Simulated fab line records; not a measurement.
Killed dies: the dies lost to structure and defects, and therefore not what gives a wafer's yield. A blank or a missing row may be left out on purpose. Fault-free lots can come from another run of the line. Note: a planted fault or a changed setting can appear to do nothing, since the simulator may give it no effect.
Chamber matching	flow n5Finfet	N5_HKMG_FIN_CMP_23 on cmp-01: 4 sister chambers
The step polishes, stops on SiNx, t overpolish 10 s, target thk 46.326 nm. 16 wafers are shown with their chamber, then 8 later ones without.

== WAFERS, EACH WITH ITS CHAMBER ==
wafer	chamber	motorCurrentA (A)	timeToEndpointS (s)	retainingRingPressureFrac
L074.2	0	13.6	11.1	1.010
L074.3	3	13.4	11.1	1.002
L074.6	1	10.6	14.1	0.999
L075.1	2	12.2	9.0	0.997
L075.3	3	13.7	10.3	0.997
L075.5	2	12.2	7.8	1.000
L079.1	3	13.1	11.4	1.003
L079.2	1	10.5	15.3	0.995
L079.5	2	13.0	8.6	1.000
L081.3	0	13.4	11.5	0.999
L081.4	2	12.3	9.8	0.998
L081.6	1	10.8	16.1	0.999
L085.3	3	13.0	9.1	1.005
L085.5	0	12.4	11.2	1.002
L085.6	3	12.8	13.0	1.007
L087.3	0	13.0	10.7	0.996

SIGNATURES, as means of the wafers listed above
reading	chamber 0	chamber 1	chamber 2	chamber 3	scatter within a chamber
motorCurrentA	13.100	10.633	12.425	13.200	0.391
timeToEndpointS	11.125	15.167	8.800	10.980	1.03
retainingRingPressureFrac	1.00175	0.99767	0.99875	1.00280	0.0039
Rule: a wafer lies at a distance from a chamber equal to the root of the sum of squares, over the readings, of (its reading less the chamber's mean, divided by the reading's scatter). The wafer belongs to the nearest chamber; if the next one is less than 2 further off, it can't be placed. The scatter is the square root of a quotient: the sum, over the shown wafers, of each reading's squared deviation from its chamber's mean, divided by wafers minus chambers.

== WAFERS WITHOUT THEIR CHAMBER ==
wafer	motorCurrentA (A)	timeToEndpointS (s)	retainingRingPressureFrac
L087.4	13.2	11.8	1.003
L087.5	13.3	9.6	0.993
L095.1	12.6	8.2	1.002
L095.3	13.2	11.9	0.991
L095.6	13.1	10.4	0.997
L097.1	12.6	9.8	1.010
L097.3	12.6	10.3	0.995
L097.6	13.1	7.4	1.008

== CHAMBER TAKEN BY EACH ==
wafer	from the rows above	in truth
L087.4	can't be placed: 0 or 3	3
L087.5	can't be placed: 0 or 2 or 3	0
L095.1	2	2
L095.3	can't be placed: 0 or 3 or 2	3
L095.6	can't be placed: 0 or 3 or 2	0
L097.1	can't be placed: 3 or 0 or 2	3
L097.3	can't be placed: 2 or 0 or 3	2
L097.6	can't be placed: 2 or 3 or 0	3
1 of 8 placed correctly. Not placeable from these rows: 7 (in 7, the candidates include the true chamber). Wrongly placed: 0.
